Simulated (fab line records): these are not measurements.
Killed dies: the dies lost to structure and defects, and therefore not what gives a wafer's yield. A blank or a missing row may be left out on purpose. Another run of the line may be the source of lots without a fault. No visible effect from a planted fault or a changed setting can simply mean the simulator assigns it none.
Comparing a struck lot with a sound one / flow nand harc / 41 out of 1302 route steps
Sound: these wafers, L767.1, L767.4, L767.5. Struck: wafers L770.2, L770.3, L770.5. At the end, the cause is stated.
For every step that has rows: the tool of each side, followed by ch and its chambers, followed by its first start. Under that, the readings that differ: sound wafers / struck wafers / difference of the means / sigmas: that difference in standard deviations of wafers without a fault.
alike: readings whose means differ by less than 2 such deviations, and words and numbers that are the same on both sides. not compared: withheld readings, readings that some wafer has no value for, bounds like >300 that may hide the same value, and numbers for which the record gives no deviation and whose values overlap.
The two part at a step that has a row with sigmas, a row that says differs or no value, or rows on one side only. When numbers do not overlap yet have no deviation, they are printed without sigmas and do not part them. A reading that every wafer of one side lacks parts them only if that side has two wafers or more.

first, 2 steps without rows for these wafers: NHARC_A_CONTACT_PEB_06 (peb time 65 s); NHARC_A_CONTACT_DEVELOP_07 (develop time 35 s).
NHARC_A_CONTACT_CD_MEAS_08: target cd 200 nm.
  sound on cd sem-03 ch 0, day 22 19:28; struck on cd sem-02 ch 0, day 24 14:22
  alike: cd nm
NHARC_A_CONTACT_OVL_MEAS_09:
  sound on overlay-01 at day 22 19:33; struck on overlay-02 at day 24 14:28
  alike: overlay x nm, overlay y nm
NHARC_A_CONTACT_INSPECT_10:
  sound on defect inspect-01 at day 22 19:35; struck on defect inspect-02 at day 24 14:29
  alike: raw defect count
then, 1 step without rows for these wafers: NHARC_A_CONTACT_DESCUM_13 (chemistry O2, time 3 s).
NHARC_A_CONTACT_ETCH_88: etches the open film in CF4, target depth 39 nm, time 65 s.
  sound on rie diel-04 ch 0,3, day 22 19:46; struck on rie diel-04 ch 2,3, day 24 14:41
  alike: drypump motor current A, oes product au, rf vpp V, showerhead plenum p Torr, throttle valve pct
  not compared: rf hours counter h
then, 4 steps without rows for these wafers: NHARC_A_CONTACT_ETCH_89 (etches the open film in N2/H2, target depth 260 nm, time 475.3 s); NHARC_A_CONTACT_ETCH_30 (etches the open film in CF4/CHF3, target depth 72.6 nm, time 36.3 s); NHARC_A_CONTACT_ETCH_31 (etches the open film in O2/COS, target depth 2800 nm, time 728 s); NHARC_A_CONTACT_ETCH_134 (etches the open film in C4F8/O2/Ar, time 140 s, target depth 700 nm).
NHARC_A_CONTACT_ETCH_135: etches the open film in C4F8/O2/Ar, time 311 s, target depth 1912 nm.
  sound on har cap etch-01 ch 0,1, day 22 21:14; struck on har cap etch-02 ch 0,1, day 24 15:58
  not compared: rf hours counter h
NHARC_A_CONTACT_ETCH_136: etches the open film in C4F8/O2/Ar, time 311 s, target depth 1912 nm.
  sound on har cap etch-01 ch 0,1, day 22 21:31; struck on har cap etch-02 ch 0,1, day 24 16:14
  not compared: rf hours counter h
then, 1 step without rows for these wafers: NHARC_A_CONTACT_ETCH_137 (etches the open film in C4F8/O2/Ar, time 311 s, target depth 1912 nm).
NHARC_A_CONTACT_ETCH_138: etches the open film in C4F8/O2/Ar, time 311 s, target depth 1914 nm.
  sound on har cap etch-01 ch 0,1, day 22 22:04; struck on har cap etch-02 ch 0,1, day 24 16:47
  not compared: rf hours counter h
then, 1 step without rows for these wafers: NHARC_A_CONTACT_ETCH_139 (etches the open film in C4F8/O2/Ar, time 195 s, target depth 840 nm).
NHARC_A_CONTACT_ETCH_92: etches the open film in CH3F/O2, target depth 40 nm, time 85.7 s.
  sound on rie diel-06 ch 1,2,3, day 22 22:52; struck on rie diel-04 ch 1,3, day 24 17:35
reading=rf vpp V (V); sound=245.9 245.9 246.0; struck=241.2 241.7 243.4; difference=-3.8; sigmas=-2
  alike: drypump motor current A, o2 flow sccm, oes product au, showerhead plenum p Torr, throttle valve pct
  not compared: rf hours counter h
NHARC_A_CONTACT_ETCH_98: etches the open film in C4F6/O2, target depth 20 nm, time 10 s.
  sound on rie diel-06 ch 0,2,3; struck on rie diel-04 ch 0,1,3
  alike: drypump motor current A, o2 flow sccm, oes product au, rf vpp V, showerhead plenum p Torr, throttle valve pct
  not compared: rf hours counter h
NHARC_A_CONTACT_CD_MEAS_15:
  sound on cd sem-01 at day 22 23:04; struck on cd sem-02 at day 24 17:49
  alike: cd nm
then, 20 steps without rows for these wafers: NHARC_A_CONTACT_STRIP_107 (strips in N2/H2); NHARC_A_CONTACT_STRIP_108 (strips in CF4/CHF3); NHARC_A_CONTACT_STRIP_109 (strips in O2/COS); NHARC_A_CONTACT_ETCH_110 (etches the open film in CF4/O2, target depth 60 nm, overetch 6 nm, time 33 s); NHARC_A_CONTACT_STRIP_26 (strips in O2); NHARC_A_CONTACT_STRIP_27 (strips in post etch residue remover, time 600 s); NHARC_A_CONTACT_ALD_18 (deposits TiN, target thk 3 nm, pulse time 1 s, ald cycles 150); NHARC_A_CONTACT_CVD_19 (deposits W, target thk 300 nm, time 802 s); NHARC_A_CONTACT_CMP_20 (polishes, t overpolish 30 s, target thk 300 nm); NHARC_A_CONTACT_SRD_22; NHARC_A_BLC_DEHYDRATE_00 (time 120 s); NHARC_A_BLC_HMDS_01 (time 30 s); NHARC_A_BLC_COAT_02 (time 75 s); NHARC_A_BLC_COAT_03 (time 65 s); NHARC_A_BLC_COAT_04 (resist thk 90 nm); NHARC_A_BLC_SOFTBAKE_05 (time 55 s); NHARC_A_BLC_EBR_06; NHARC_A_BLC_EXPOSE_07 (exposes mask A BLC, target cd 100 nm); NHARC_A_BLC_PEB_08 (peb time 65 s); NHARC_A_BLC_DEVELOP_09 (develop time 35 s).
NHARC_A_BLC_CD_MEAS_10: target cd 100 nm.
  sound on cd sem-02 ch 0, day 23 01:52; struck on cd sem-03 ch 0, day 24 20:47
  alike: cd nm
NHARC_END_SORT_01:
  here the record holds rows for the struck wafers (prober-01 ch 0, day 26 16:57) but none for the sound ones

WHERE THEY PART
Earliest at NHARC_A_CONTACT_ETCH_92; latest, in this record, at NHARC_END_SORT_01.

WHY: the cause the simulator had injected
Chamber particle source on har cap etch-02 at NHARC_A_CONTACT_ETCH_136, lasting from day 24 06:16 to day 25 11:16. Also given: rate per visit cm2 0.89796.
